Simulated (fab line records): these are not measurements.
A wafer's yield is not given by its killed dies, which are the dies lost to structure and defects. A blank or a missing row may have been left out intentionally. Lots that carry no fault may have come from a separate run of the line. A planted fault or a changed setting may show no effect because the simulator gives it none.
Problem report in the 8D (eight disciplines) form, filled by code + flow n5Finfet + the parts of the form that need people (team, actions taken, sign-off) are left out

1. WHAT IS WRONG
Wafers without a fault read 39, standard deviation 12; killedAtFrontEnd at N5_PASSIVATION_PROBE_49 reads a mean of 290 on 2 wafers belonging to 2 lots. Relative to the usual mean, that is a shift of +21 standard deviations.
Seen first at day 15 10:58 on prober-01, wafer L836.4. The record has a number at this step for 24 wafers belonging to 8 lots. The rule behind "out" and "out of limits": a value lying over 4 standard deviations away from the usual mean. All remaining wafers that have a number are taken as sound.

2. WHAT IT IS, WHAT IT ISN'T
| question                    | is                                                                                                                             | is not                                                                                        |
|-----------------------------|--------------------------------------------------------------------------------------------------------------------------------|-----------------------------------------------------------------------------------------------|
| which readings at this step | killedAtFrontEnd, defectLimitedYield, killedDies, killedOnRim, sort_bin_5_function, sort_bin_6_memory, sortNPass, sortYieldPct | killed_at_M0_to_M3, killed_at_M4_up, killedAtContacts, killedAtOther, killedOpen, killedShort |
| which lots                  | L836, L838                                                                                                                     | L824, L825, L826, L828, L841, L843                                                            |
| which wafers of those lots  | L836.4, L838.6                                                                                                                 | L836.1, L836.3, L838.3, L838.5                                                                |
| read on which tools         | prober-01                                                                                                                      | prober-02                                                                                     |
| when                        | from day 15 10:58                                                                                                              | up to then (14 sound wafers); but 8 sound wafers of L838, L841, L843 came after               |

3. SUSPECTS, AND WHAT RULES EACH OUT
Counting: any tool at a process step up to the reading remains a suspect provided it ran every lot that is out. Sound lots after the first of them don't rule it out here, since some wafers of a struck lot are sound.
- cmp-01 at N5_GATE_CUT_CMP_43 (polishes SiO2): kept. It processed each lot that is out (first: L836, day 7 21:41); up to then, its last sound lot is L826 (day 5 05:28).
- prober-01 at N5_PASSIVATION_PROBE_49: kept. It processed each lot that is out (first: L836, day 15 10:49); up to then, its last sound lot is L825 (day 12 09:44). On those wafers its own readings are out: defectLimitedYield, killedAtFrontEnd, killedDies, killedOnRim, sort_bin_5_function, sort_bin_6_memory, sortNPass, sortYieldPct.
- In cmp-01 at N5_GATE_CUT_CMP_43, the wafers that are out were processed in chamber 2 and their sound lot-mates in chambers 0, 1, 3.
Remaining after the count are cmp-01 at N5_GATE_CUT_CMP_43 and prober-01 at N5_PASSIVATION_PROBE_49.

4. THE CAUSE (what the simulator had put in)
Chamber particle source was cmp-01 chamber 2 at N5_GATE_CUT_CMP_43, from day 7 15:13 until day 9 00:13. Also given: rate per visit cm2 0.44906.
Counting leaves 2 suspects; this tool is one of them.

5. SEQUENCE OF EFFECTS, ordered by route
One row per reading whose mean, taken over the struck wafers that have a number, lies over 3 standard deviations from the usual. Only readings whose record carries a usual standard deviation are examined. hours: median over the lots of the time between each lot's start at the first step of this table that gives one and its start at this step. sigmas: the change, counted in usual standard deviations.
| hours | step                    | reading             | usual  | on struck wafers | change | sigmas |
|-------|-------------------------|---------------------|--------|------------------|--------|--------|
| 0     | N5_PASSIVATION_PROBE_49 | defectLimitedYield  | 91.5 % | 70.9             | -20.6  | -13    |
| 0     | N5_PASSIVATION_PROBE_49 | killedAtFrontEnd    | 39     | 290              | +250   | +21    |
| 0     | N5_PASSIVATION_PROBE_49 | killedDies          | 101    | 344              | +242   | +13    |
| 0     | N5_PASSIVATION_PROBE_49 | killedOnRim         | 13     | 48               | +35    | +8.8   |
| 0     | N5_PASSIVATION_PROBE_49 | sort_bin_5_function | 5.0 %  | 18.0             | +13.0  | +13    |
| 0     | N5_PASSIVATION_PROBE_49 | sort_bin_6_memory   | 3.1 %  | 9.6              | +6.5   | +9.3   |
| 0     | N5_PASSIVATION_PROBE_49 | sortNPass           | 1079   | 836              | -242   | -13    |
| 0     | N5_PASSIVATION_PROBE_49 | sortYieldPct        | 91.5 % | 70.9             | -20.6  | -13    |
Here are the process steps it includes:
- N5_PASSIVATION_PROBE_49

6. HOW IT WOULD HAVE BEEN CAUGHT EARLIER
First out-of-limits reading in this record: day 15 10:58, which is 188 hours after fault onset at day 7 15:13.
Tool readings at N5_GATE_CUT_CMP_43 with a usual standard deviation given in the record: none out on any struck wafer, hence no alarm at a limit of 4 standard deviations on them.
Each of the lots that are out, 2 in all, had begun N5_GATE_CUT_CMP_43 on cmp-01 no later than day 15 10:58. Holding the tool at that point would not have protected any of them.
